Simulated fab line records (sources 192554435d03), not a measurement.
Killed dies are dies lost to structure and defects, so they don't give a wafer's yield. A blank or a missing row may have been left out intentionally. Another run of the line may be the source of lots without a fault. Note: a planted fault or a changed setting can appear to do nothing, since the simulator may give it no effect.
fab line records	flow n5_finfet
record lots=8	wafers=24	last_day=18
route steps=1938 shown MOL_CONTACT_COAG@576 BEOL_M4@1111 PASSIVATION@1936
lots that met no fault: taken from a fault-free run of the same line
start_h: hours from the record's first day to the start of the lot's first wafer shown	wait_h: hours since the lot's step before	" unchanged from the row above	L1.1+2: one row covering several wafers at once	- no value, or no start given	* or withheld: withheld	< > ~ a bound
route shown NAME@n: names a module that has steps shown in the file, with the first one's number in the route	usual: mean/standard deviation of fault-free wafers	same: alike in all rows	chamber/n: place in a boat	sites: per-site readings	_std_site: standard deviation of those values	_edge_site: inner sites' mean taken away from outer sites' mean	radius_mm: how far each site lies from the wafer's centre	mask NAME#n: copy n	behind: tool/chamber where the wafer was last shaped	hold: why the lot went on hold/how many hours it stayed there/how the hold came to an end	device: the n, p or np transistor that did not switch	end of line: the same wafers' tests at the end of the route	for a step that has no rows: nothing shown but its recipe	killed: at the first sort, the dies lost to defects and structure; wafer yield is something else	map: a wafer's dies, marking killed ones x, the rest . and places with no die _
set.NAME: the setting as run; set.NAME@STEP: as run at that earlier step	model.NAME: the simulator's own value behind a step, which no gauge read
route steps across a sampled set of lots; one table per step, one row per wafer
services: the hour from which a tool's chamber was out of use, counted from the record's first day as start_h (under 0 if before that day), plus the number of hours and why
## steps
# step N5_MOL_CONTACT_COAG_DESCUM_88
# recipe chemistry=O2	time_s=7	source_power_w=50	bias_power_w=20	pressure_mtorr=20	rf_frequency_hz=2.712e+07	temp_c=40	resist=CAR-EUV	o2_flow_sccm=225
# usual drypump_motor_current_A=5.8/0.37	oes_product_au=0.80/0.084	rf_vpp_V=243.7/1.8	showerhead_plenum_p_Torr=2.13/0.1	throttle_valve_pct=20.33/0.15
lot.wafer	tool	chamber	start_h	wait_h	drypump_motor_current_A	oes_product_au	rf_hours_counter_h	rf_vpp_V	showerhead_plenum_p_Torr	throttle_valve_pct
L400.1	rie_diel-02	1	108.60	0.4	5.4	0.84	57	246.2	2.21	20.29
L400.4	"	3	"	"	5.9	0.74	163	244.0	2.17	20.20
L400.5	"	0	"	"	5.3	0.91	-	246.0	2.23	20.12
L405.1	rie_diel-02	1	133.72	0.3	5.5	0.84	66	245.1	2.21	20.31
L405.2	"	2	"	"	6.4	0.68	230	243.4	2.06	20.55
L405.6	"	3	"	"	5.9	0.75	-	244.5	2.17	20.21
L406.1	rie_diel-05	2	148.86	0.0	5.8	0.96	3	244.6	2.24	20.26
L406.3	"	3	"	"	6.3	0.70	229	243.9	2.16	20.63
L406.6	"	1	"	"	5.4	0.76	-	238.8	1.92	20.49
L412.1	rie_diel-05	1	181.79	0.2	5.4	0.77	139	240.4	1.92	20.49
L412.5	"	0	"	"	5.5	0.75	-	245.7	2.17	20.23
L412.6	"	3	"	"	6.3	0.70	-	244.4	2.15	20.66
L413.1	rie_diel-05	1	182.71	0.0	5.4	0.76	139	241.4	1.92	20.49
L413.2	"	0	"	"	5.5	0.75	166	244.4	2.17	20.23
L413.5	"	2	"	"	5.8	0.91	-	243.8	2.23	20.29
L418.3	rie_diel-02	3	212.52	0.2	5.9	0.72	200	244.4	2.16	20.26
L418.5	"	0	"	"	5.3	0.85	-	245.9	2.22	20.17
L418.6	"	1	"	"	5.5	0.80	-	245.6	2.20	20.36
L420.2	rie_diel-05	3	222.52	0.0	6.3	0.69	251	243.5	2.15	20.66
L420.5	"	3	"	"	6.3	0.69	-	242.8	2.15	20.67
L420.6	"	2	"	"	5.8	0.89	-	245.8	2.23	20.30
L421.1	rie_diel-05	0	227.08	0.8	5.5	0.74	178	244.0	2.17	20.26
L421.2	"	1	"	"	5.4	0.74	152	239.8	1.91	20.53
L421.3	"	2	"	"	5.8	0.89	26	247.0	2.23	20.29
# step N5_MOL_CONTACT_COAG_ALD_131
# recipe material=SiO2	target_thk_a=50	temp_c=100	ald_precursor_family=BDEAS	ald_co_reactant=O2-plasma	pulse_time_s=1	co_reactant_pulse_time_s=1	purge_time_s=2	co_reactant_purge_time_s=2	ald_cycles=35	pressure_torr=2
# usual chamber_pressure_Torr=2.000/0.0041	heater_power_w=81/9.6	precursor_pulse_height_rel=1.001/0.021	susceptor_temp_C=100.00/0.13
# same ald_cycles=35
lot.wafer	tool	chamber	start_h	wait_h	chamber_pressure_Torr	heater_power_w	precursor_pulse_height_rel	susceptor_temp_C
L400.1	ald_sin-03	3	108.73	0.1	1.995	97	0.986	99.89
L400.4	"	1	"	"	2.004	65	1.019	99.95
L400.5	"	0	"	"	1.998	68	1.005	99.76
L405.1	ald_sin-03	1	133.86	0.1	2.007	63	0.996	99.87
L405.2	"	0	"	"	2.000	67	0.978	100.00
L405.6	"	3	"	"	1.998	96	1.029	99.88
L406.1	ald_sin-02	3	149.04	0.1	1.999	91	0.995	100.10
L406.3	"	1	"	"	2.001	80	0.993	100.01
L406.6	"	1	"	"	1.998	81	0.997	99.86
L412.1	ald_sin-04	2	181.92	0.1	1.993	76	1.004	100.01
L412.5	"	1	"	"	2.001	83	1.041	99.82
L412.6	"	0	"	"	2.002	77	1.020	99.91
L413.1	ald_sin-02	3	182.84	0.1	1.998	93	1.005	99.96
L413.2	"	2	"	"	1.998	90	1.004	100.11
L413.5	"	3	"	"	1.993	90	1.036	99.93
L418.3	ald_sin-03	2	212.66	0.1	1.997	88	0.994	99.95
L418.5	"	1	"	"	1.992	66	1.012	99.84
L418.6	"	0	"	"	1.999	70	1.015	99.98
L420.2	ald_sin-04	1	222.65	0.1	1.996	83	0.974	99.93
L420.5	"	1	"	"	1.997	82	1.001	100.21
L420.6	"	2	"	"	2.002	79	1.002	99.92
L421.1	ald_sin-04	3	227.22	0.1	1.998	93	1.029	100.09
L421.2	"	0	"	"	2.003	77	0.997	99.92
L421.3	"	1	"	"	1.997	84	1.003	100.32
# step N5_MOL_CONTACT_COAG_ETCHBACK_135
# recipe chemistry=CHF3	target=SiO2	target_depth_a=250	time_s=16.7	ion_energy_ev=200	pressure_mtorr=30	source_w=610	bias_w=170	Ar_flow_sccm=200	CHF3_flow_sccm=50
# usual drypump_motor_current_A=5.9/0.36	oes_product_au=0.79/0.08	rf_vpp_V=526/4	showerhead_plenum_p_Torr=2.41/0.11	throttle_valve_pct=18.64/0.17
lot.wafer	tool	chamber	start_h	wait_h	drypump_motor_current_A	oes_product_au	rf_hours_counter_h	rf_vpp_V	showerhead_plenum_p_Torr	throttle_valve_pct
L400.1	rie_diel-02	1	109.07	0.0	5.5	0.84	57	531	2.52	18.66
L400.4	"	2	"	"	6.4	0.68	224	529	2.34	18.85
L400.5	"	1	"	"	5.5	0.84	-	530	2.52	18.64
L405.1	rie_diel-04	2	134.28	0.0	6.1	0.89	41	526	2.33	18.84
L405.2	"	0	"	"	6.4	0.91	28	523	2.53	18.42
L405.6	"	3	"	"	6.0	0.74	-	529	2.36	18.58
L406.1	rie_diel-05	2	149.34	0.0	5.8	0.95	3	532	2.54	18.59
L406.3	"	3	"	"	6.3	0.70	229	522	2.45	18.91
L406.6	"	0	"	"	5.5	0.76	-	530	2.47	18.49
L412.1	rie_diel-02	0	182.23	0.0	5.3	0.85	38	524	2.52	18.42
L412.5	"	0	"	"	5.3	0.85	-	523	2.52	18.41
L412.6	"	1	"	"	5.5	0.80	-	531	2.51	18.69
L413.1	rie_diel-05	0	183.17	0.0	5.5	0.75	166	529	2.46	18.51
L413.2	"	2	"	"	5.8	0.92	14	530	2.54	18.59
L413.5	"	0	"	"	5.5	0.75	-	530	2.46	18.50
L418.3	rie_diel-02	1	212.99	0.0	5.5	0.80	95	531	2.51	18.72
L418.5	"	0	"	"	5.3	0.84	-	524	2.51	18.45
L418.6	"	3	"	"	5.9	0.72	-	525	2.45	18.55
L420.2	rie_diel-05	3	222.96	0.0	6.3	0.69	251	522	2.44	18.94
L420.5	"	2	"	"	5.8	0.89	-	531	2.53	18.62
L420.6	"	3	"	"	6.3	0.69	-	523	2.44	18.94
L421.1	rie_diel-02	2	227.52	0.0	6.4	0.99	3	528	2.33	18.47
L421.2	"	0	"	"	5.3	0.83	57	522	2.51	18.44
L421.3	"	3	"	"	5.9	0.72	206	525	2.45	18.55
# step N5_MOL_CONTACT_COAG_ETCH_47
# recipe chemistry=CH3F/O2	target=SiNx	target_depth_a=270	mask_material=SiO2	stop_on=W	over_etch_frac=0.2	ion_energy_ev=120	endpoint=OES-CN	pressure_mtorr=30	source_w=395	bias_w=73	Ar_flow_sccm=150	CH3F_flow_sccm=30	O2_flow_sccm=20	ends=end_point
# usual CH3F_flow_sccm=30.00/0.096	O2_flow_sccm=20.00/0.059	drypump_motor_current_A=5.9/0.36	etch_rf_on_time_s=31.1/0.42	oes_product_au=0.71/0.07	rf_vpp_V=298.4/2.3	showerhead_plenum_p_Torr=2.03/0.094	throttle_valve_pct=16.27/0.17
lot.wafer	tool	chamber	start_h	wait_h	CH3F_flow_sccm	O2_flow_sccm	drypump_motor_current_A	etch_rf_on_time_s	oes_product_au	rf_hours_counter_h	rf_vpp_V	showerhead_plenum_p_Torr	throttle_valve_pct
L400.1	rie_diel-02	1	109.21	0.0	30.12	20.03	5.5	31.1	0.76	57	301.5	2.12	16.24
L400.4	"	2	"	"	30.09	19.95	6.3	31.1	0.62	224	301.3	1.97	16.50
L400.5	"	1	"	"	30.04	20.00	5.5	30.9	0.75	-	300.1	2.12	16.26
L405.1	rie_diel-04	2	134.42	0.0	29.84	19.94	6.1	30.8	0.80	41	297.7	1.95	16.40
L405.2	"	0	"	"	30.07	19.93	6.4	30.6	0.82	28	297.1	2.13	16.02
L405.6	"	3	"	"	30.06	19.98	6.0	30.6	0.67	-	300.8	1.98	16.24
L406.1	rie_diel-05	2	149.48	0.0	29.95	19.90	5.8	30.7	0.86	3	301.0	2.14	16.18
L406.3	"	3	"	"	30.04	19.99	6.3	31.4	0.63	229	296.7	2.06	16.56
L406.6	"	0	"	"	29.95	20.04	5.6	31.2	0.68	-	301.3	2.08	16.16
L412.1	rie_diel-02	0	182.37	0.0	-	-	-	-	-	-	-	-	-
L412.5	"	0	"	"	-	-	-	-	-	-	-	-	-
L412.6	"	1	"	"	-	-	-	-	-	-	-	-	-
L413.1	rie_diel-05	0	183.31	0.0	-	-	-	-	-	-	-	-	-
L413.2	"	2	"	"	-	-	-	-	-	-	-	-	-
L413.5	"	0	"	"	-	-	-	-	-	-	-	-	-
L418.3	rie_diel-02	1	213.13	0.0	30.01	19.98	5.5	31.5	0.72	95	302.0	2.11	16.32
L418.5	"	0	"	"	30.04	20.03	5.3	30.7	0.74	-	297.6	2.12	16.04
L418.6	"	3	"	"	30.10	19.98	5.9	32.1	0.64	-	298.2	2.06	16.20
L420.2	rie_diel-05	3	223.10	0.0	30.15	20.00	6.3	31.5	0.62	251	297.4	2.05	16.59
L420.5	"	2	"	"	29.85	20.02	5.8	30.6	0.81	-	301.2	2.13	16.24
L420.6	"	3	"	"	30.21	19.94	6.3	31.5	0.62	-	296.0	2.05	16.60
L421.1	rie_diel-02	2	227.66	0.0	29.91	19.96	6.4	30.7	0.86	3	301.0	1.96	16.05
L421.2	"	0	"	"	30.03	20.06	5.3	31.0	0.74	57	297.3	2.11	16.07
L421.3	"	3	"	"	30.03	19.99	5.9	32.0	0.64	206	298.2	2.06	16.21
# step N5_BEOL_M4_RC_MEAS_101
# usual DIBL_N=35.9/1.3	DIBL_P=35.9/1.5	IOFF_N=0.152/0.023	IOFF_P=0.204/0.027	ION_N=673/9.2	ION_P=462/6.7	SS_N=71.4/0.48	SS_P=73.2/0.55	VT_N=250.3/2.6	VT_P=-250.6/3
lot.wafer	tool	chamber	start_h	wait_h	DIBL_N[mV/V]	DIBL_P[mV/V]	IOFF_N[nA/um]	IOFF_P[nA/um]	ION_N[uA/um]	ION_P[uA/um]	SS_N[mV/dec]	SS_P[mV/dec]	VT_N[mV]	VT_P[mV]
L400.1	prober-01	0	186.74	0.0	35.9	36.2	0.177	0.208	682	458	71.3	73.9	246.9	-250.4
L400.4	"	0	"	"	35.3	35.8	0.163	0.198	679	459	71.8	73.7	248.9	-251.5
L400.5	"	0	"	"	34.9	36.1	0.159	0.204	676	464	70.8	73.1	248.7	-252.7
L405.1	prober-02	0	230.87	0.0	36.6	35.2	0.144	0.217	665	462	71.6	73.5	252.7	-248.6
L405.2	"	0	"	"	37.2	36.9	0.167	0.244	671	464	72.1	74.2	248.3	-249.5
L405.6	"	0	"	"	36.1	34.5	0.141	0.198	659	449	71.9	72.5	253.3	-251.8
L406.1	prober-02	0	240.07	0.2	34.9	35.7	0.133	0.189	680	467	71.8	73.1	252.7	-250.8
L406.3	"	0	"	"	34.8	33.9	0.126	0.161	670	454	71.0	73.6	253.6	-254.7
L406.6	"	0	"	"	34.8	34.9	0.130	0.178	668	462	71.0	72.1	253.5	-252.7
L418.3	prober-01	0	305.57	0.3	36.5	36.4	0.174	0.228	688	471	71.9	72.9	246.3	-248.1
L418.5	"	0	"	"	35.8	35.8	0.162	0.218	681	469	72.0	72.9	248.6	-249.2
L418.6	"	0	"	"	36.4	36.3	0.172	0.228	677	468	71.1	72.5	245.5	-247.2
L420.2	prober-02	0	313.59	0.2	35.1	35.8	0.128	0.167	669	455	71.1	73.3	255.3	-254.2
L420.5	"	0	"	"	35.0	36.8	0.132	0.175	668	454	71.7	73.4	253.2	-253.3
L420.6	"	0	"	"	35.1	36.6	0.138	0.171	672	456	71.8	73.2	252.9	-257.5
L421.1	prober-01	0	331.94	0.0	41.0	40.4	0.248	0.306	686	469	72.2	74.8	245.1	-245.4
L421.2	"	0	"	"	37.6	35.8	0.157	0.216	667	459	72.2	73.7	251.9	-252.3
L421.3	"	0	"	"	38.4	36.5	0.177	0.238	669	455	71.4	74.4	249.1	-249.1
# step N5_PASSIVATION_PROBE_49
# usual defect_limited_yield=91.0/1.5	killed_at_M0_to_M3=37/12	killed_at_M4_up=13/5	killed_at_contacts=13/6.1	killed_at_front_end=39/11	killed_at_other=4/3.2	killed_dies=106/17	killed_on_rim=13/4.2	killed_open=69/12	killed_short=35/7.9	sort_bin_4_leakage=0.00/0.007	sort_bin_5_function=5.3/1	sort_bin_6_memory=3.3/0.68	sort_n_pass=1074/17	sort_yield_pct=91.0/1.5
# same gross_dies=1180	killed_at_back_side=0	sort_bin_8_speed[%]=0
lot.wafer	tool	chamber	start_h	wait_h	defect_limited_yield[%]	killed_at_M0_to_M3	killed_at_M4_up	killed_at_contacts	killed_at_front_end	killed_at_other	killed_dies	killed_on_rim	killed_open	killed_short	sort_bin_4_leakage[%]	sort_bin_5_function[%]	sort_bin_6_memory[%]	sort_n_pass	sort_yield_pct[%]
L406.1	prober-02	-	355.92	0.0	89.1	57	14	14	41	3	129	13	80	48	0	6.5	3.9	1051	89.1
L406.3	prober-02	-	356.02	0.1	91.4	51	12	16	21	2	102	12	66	34	0	5.5	2.7	1078	91.4
L406.6	prober-02	-	356.17	0.3	92.7	24	22	5	30	5	86	13	56	27	0	4.7	2.4	1094	92.7
L413.1	prober-02	-	384.07	0.0	0	28	11	1108	33	0	1180	152	61	24	0	97.5	2.1	0	0
L413.2	prober-02	-	384.12	0.1	0	21	18	1099	39	3	1180	152	78	26	0	95.8	4.1	0	0
L413.5	prober-02	-	384.27	0.2	0	35	10	1101	34	0	1180	152	59	29	0	96.8	3.1	0	0
L412.1	prober-02	-	390.77	0.0	0	48	5	1076	50	1	1180	152	83	33	0	96.3	3.5	0	0
L412.5	prober-02	-	390.97	0.2	0	48	8	1086	38	0	1180	152	72	31	0	95.6	4.2	0	0
L412.6	prober-02	-	391.02	0.3	0	46	20	1082	31	1	1180	152	80	35	0	95.7	4.2	0	0
# killed by level:class
L406.1 BEOL_M0_SAQP:geometric_particle:short=22 STI_FIN_REVEAL:geometric_particle:open=15 BEOL_M0_SAQP:geometric_particle:open=15 MOL_CONTACT_COAG:geometric_particle:open=10 GATE_CUT:geometric_particle:short=6 DUMMY_GATE:geometric_particle:open=5 BEOL_M3:geometric_particle:open=5 BEOL_M5:geometric_particle:open=5
L406.3 BEOL_M0_SAQP:geometric_particle:short=16 MOL_CONTACT_COAG:geometric_particle:open=15 BEOL_M0_SAQP:geometric_particle:open=15 BEOL_M2:geometric_particle:open=9 STI_FIN_REVEAL:geometric_particle:open=5 GATE_CUT:geometric_particle:short=5 BEOL_M3:geometric_particle:open=4 BEOL_M1:geometric_particle:open=3
L406.6 BEOL_M4:geometric_particle:open=9 GATE_CUT:geometric_particle:short=5 BEOL_M0_SAQP:geometric_particle:open=5 BEOL_M0_SAQP:geometric_particle:short=5 BEOL_M2:geometric_particle:open=5 STI_FIN_REVEAL:geometric_particle:open=4 DUMMY_GATE:geometric_particle:open=4 SPACER0:geometric_particle:open=4
L413.1 MOL_CONTACT_COAG:area_etch=1095 BEOL_M2:geometric_particle:open=13 MOL_CONTACT_COAG:geometric_particle:open=11 FIN_SAQP:geometric_particle:open=6 FIN_SAQP:geometric_particle:short=6 STI_FIN_REVEAL:geometric_particle:open=5 BEOL_M4:geometric_particle:open=5 DUMMY_GATE:geometric_particle:open=4
L413.2 MOL_CONTACT_COAG:area_etch=1076 MOL_CONTACT_COAG:geometric_particle:open=19 BEOL_M0_SAQP:geometric_particle:open=10 FIN_SAQP:geometric_particle:open=9 BEOL_M4:geometric_particle:open=8 FIN_SAQP:geometric_particle:short=6 BEOL_M0_SAQP:geometric_particle:short=6 STARTING-WAFER:geometric_particle:open=5
L413.5 MOL_CONTACT_COAG:area_etch=1092 BEOL_M0_SAQP:geometric_particle:short=9 BEOL_M0_SAQP:geometric_particle:open=9 BEOL_M3:geometric_particle:open=8 STI_FIN_REVEAL:geometric_particle:open=7 MOL_CONTACT_COAG:geometric_particle:open=6 FIN_SAQP:geometric_particle:open=5 DUMMY_GATE:geometric_particle:open=4
L412.1 MOL_CONTACT_COAG:area_etch=1064 BEOL_M3:geometric_particle:open=19 FIN_SAQP:geometric_particle:open=13 STI_FIN_REVEAL:geometric_particle:open=10 BEOL_M0_SAQP:geometric_particle:open=10 MOL_CONTACT_COAG:geometric_particle:open=9 BEOL_M2:geometric_particle:open=8 FIN_SAQP:geometric_particle:short=7
L412.5 MOL_CONTACT_COAG:area_etch=1077 BEOL_M2:geometric_particle:open=15 BEOL_M3:geometric_particle:open=15 FIN_SAQP:geometric_particle:open=11 BEOL_M0_SAQP:geometric_particle:short=9 MOL_CONTACT_COAG:geometric_particle:open=8 FIN_SAQP:geometric_particle:short=5 BEOL_M5:geometric_particle:open=5
L412.6 MOL_CONTACT_COAG:area_etch=1065 MOL_CONTACT_COAG:geometric_particle:open=13 BEOL_M0_SAQP:geometric_particle:open=13 FIN_SAQP:geometric_particle:open=10 BEOL_M0_SAQP:geometric_particle:short=10 BEOL_M4:geometric_particle:open=9 BEOL_M2:geometric_particle:open=8 BEOL_M3:geometric_particle:open=6
## services
tool	chamber	start_h	hours	kind
ald_sin-04	-	85.25	14.0	pm
ald_sin-04	0	85.25	14.0	vent_cycle
ald_sin-04	1	85.25	14.0	vent_cycle
ald_sin-04	2	85.25	14.0	vent_cycle
ald_sin-04	3	85.25	14.0	vent_cycle
rie_diel-02	-	85.35	0.4	repair
ald_sin-04	0	99.25	-	clean
rie_diel-05	2	108.52	-	clean
rie_diel-05	2	108.52	-	consumable_replace:focus_ring
rie_diel-05	2	108.52	-	consumable_replace:showerhead
rie_diel-05	2	108.52	29.3	scheduled_down
rie_diel-05	2	108.52	29.3	vent_cycle
rie_diel-02	2	113.74	6.6	repair
ald_sin-03	2	138.47	10.7	repair
ald_sin-02	-	166.41	0.8	pm
ald_sin-03	-	177.34	14.0	pm
ald_sin-04	3	188.83	10.3	repair
rie_diel-02	2	193.76	-	clean
rie_diel-02	2	193.76	-	consumable_replace:focus_ring
rie_diel-02	2	193.76	21.7	scheduled_down
rie_diel-02	2	193.76	21.7	vent_cycle
ald_sin-02	1	223.34	16.5	repair
ald_sin-04	-	223.41	1.2	repair
rie_diel-05	3	226.36	1.8	repair
## key
first_sign step=N5_MOL_CONTACT_COAG_ETCH_47	reading=tool_record	direction=missing
effect step=N5_PASSIVATION_PROBE_49	reading=killed_at_contacts	direction=up	sigmas=99+	usual=13	struck=1092
more_kills_born_at N5_MOL_CONTACT_COAG_ETCH_47@rie_diel-05=3257	N5_MOL_CONTACT_COAG_ETCH_47@rie_diel-02=3206
met_at N5_MOL_CONTACT_COAG_ETCH_47
struck_lots L412,L413
later_rows_left_out L412.1,L412.5,L412.6,L413.1,L413.2,L413.5
not_acting_at N5_MOL_CONTACT_COAG_DESCUM_88,N5_MOL_CONTACT_COAG_ALD_131,N5_MOL_CONTACT_COAG_ETCHBACK_135
onset_between 149.48 182.37
fault kind=skipped_step_whole	tool=rie_diel-02,rie_diel-05	chamber=-	onset_h=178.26	steps=N5_MOL_CONTACT_COAG_ETCH_47	scope=struck_lots_only
# later_rows_left_out: the simulator's readings of these wafers behind a module that went badly wrong aren't trusted and aren't shown, but for the sort
